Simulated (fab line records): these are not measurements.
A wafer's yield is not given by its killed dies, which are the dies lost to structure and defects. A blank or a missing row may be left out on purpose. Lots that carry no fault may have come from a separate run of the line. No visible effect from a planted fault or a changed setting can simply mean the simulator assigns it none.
Which of the tools did it?	flow nand harc	72 wafers from 24 lots sampled at 2 of the route's 1302 steps

WHAT THE GAUGES READ, wafer by wafer
NHARC_A_CHANNEL_FILL_D2_INSPECT_13.
lot	measured	on	raw defect count
L074	day 15 02:37	defect inspect-02	324 287 258
L075	day 15 16:47	defect inspect-01	271 228 204
L076	day 15 23:55	defect inspect-01	448 461 416
L077	day 17 04:05	defect inspect-01	231 176 250
L078	day 17 09:44	defect inspect-01	497 204 224
L079	day 17 15:06	defect inspect-02	223 272 389
L080	day 17 15:07	defect inspect-01	275 264 241
L081	day 18 06:42	defect inspect-02	300 449 308
L083	day 19 16:03	defect inspect-02	599 451 428
L082	day 19 16:04	defect inspect-01	361 459 422
L085	day 20 05:22	defect inspect-01	224 256 179
L084	day 20 05:22	defect inspect-02	425 589 406
L086	day 20 08:57	defect inspect-02	321 421 332
L087	day 21 00:18	defect inspect-02	365 441 483
L089	day 22 02:34	defect inspect-02	331 249 206
L090	day 22 02:33	defect inspect-01	412 254 254
L088	day 22 05:55	defect inspect-01	349 261 261
L092	day 22 15:53	defect inspect-02	235 184 197
L091	day 22 15:53	defect inspect-01	488 403 356
L093	day 23 00:35	defect inspect-01	217 398 340
L094	day 24 16:07	defect inspect-02	285 326 368
L095	day 24 16:08	defect inspect-01	717 283 362
L096	day 25 01:51	defect inspect-02	334 473 277
L097	day 25 02:01	defect inspect-02	223 355 381

EACH LOT AND THE TOOL THAT RAN IT (in order: tool; ch and the chambers of the sampled wafers; start)
lot	NHARC_A_CHANNEL_FILL_D2_CMP_10
L074	cmp-02 ch 0,2,3, day 15 02:04
L075	cmp-02 ch 1,2,3, day 15 16:13
L076	cmp-02 ch 0,3, day 15 23:18
L077	cmp-04 ch 1,2,3, day 16 16:51
L078	cmp-02 ch 0,2,3, day 17 09:07
L079	cmp-02 ch 0,1,2, day 17 14:29
L080	cmp-01 ch 0,1,3, day 17 14:34
L081	cmp-04 ch 0,1,3, day 18 06:05
L083	cmp-04 ch 1,2, day 19 15:26
L082	cmp-01 ch 1,2,3, day 19 15:29
L085	cmp-01 ch 0,3, day 20 04:47
L084	cmp-04 ch 1,2, day 20 04:47
L086	cmp-02 ch 0,1,3, day 20 08:21
L087	cmp-01 ch 0,3, day 20 23:41
L089	cmp-01 ch 0,2,3, day 22 01:56
L090	cmp-04 ch 2,3, day 22 01:56
L088	cmp-04 ch 0,2, day 22 05:20
L092	cmp-01 ch 1,2, day 22 15:16
L091	cmp-04 ch 1,2,3, day 22 15:19
L093	cmp-02 ch 0,1, day 22 23:58
L094	cmp-02 ch 1,2,3, day 24 15:29
L095	cmp-04 ch 1,3, day 24 15:31
L096	cmp-01 ch 0,3, day 25 01:14
L097	cmp-01 ch 1,2,3, day 25 01:21
- NHARC_A_CHANNEL_FILL_D2_CMP_10: polishes, target thk 150 nm.

AS READ BY THE TOOLS THEMSELVES (means over the sampled wafers that have a number; for cases with no such wafer, the mark the record gives instead)
NHARC_A_CHANNEL_FILL_D2_CMP_10.
lot	tool	motor current A (A)	time to endpoint s (s)
L074	cmp-02	11.7	16.3
L075	cmp-02	11.3	14.4
L076	cmp-02	11.2	15.7
L077	cmp-04	11.9	10.9
L078	cmp-02	11.8	14.1
L079	cmp-02	11.2	12.9
L080	cmp-01	12.8	12.3
L081	cmp-04	12.6	13.7
L083	cmp-04	11.1	13.5
L082	cmp-01	12.5	14.0
L085	cmp-01	12.6	15.3
L084	cmp-04	12.3	12.2
L086	cmp-02	11.1	12.5
L087	cmp-01	12.6	14.5
L089	cmp-01	13.1	14.3
L090	cmp-04	10.7	16.3
L088	cmp-04	13.0	15.9
L092	cmp-01	12.5	12.7
L091	cmp-04	12.0	16.1
L093	cmp-02	11.0	17.5
L094	cmp-02	11.6	13.0
L095	cmp-04	12.1	14.7
L096	cmp-01	12.8	15.7
L097	cmp-01	12.8	14.2

THE ANSWER, worked out from the rows above alone
Rule: the usual values come from the lots themselves. Put in order of their means at a reading, lots are off if they are a third of the lots or fewer, leave a main group of 4 or more, and stand apart from it by a gap of 3 or more times the standard deviation of the main group's means; of several such gaps the widest counts. The tables above print the reading to a certain number of digits; a main group whose means all agree to those digits is not used. Also off: a lot with no number at a reading for which 4 or more lots have one. The other lots that the step has rows for count as sound. The gauges are gone through in route order, then the tools' own readings, and for those a lot's mean is taken as printed above. The first step at which some lot is off is used, and at that step the reading that is off furthest; a lot without a number counts as furthest.
No lot is off at any reading shown: from this, nothing can be told.

WHAT THE SIMULATOR HAD PUT IN
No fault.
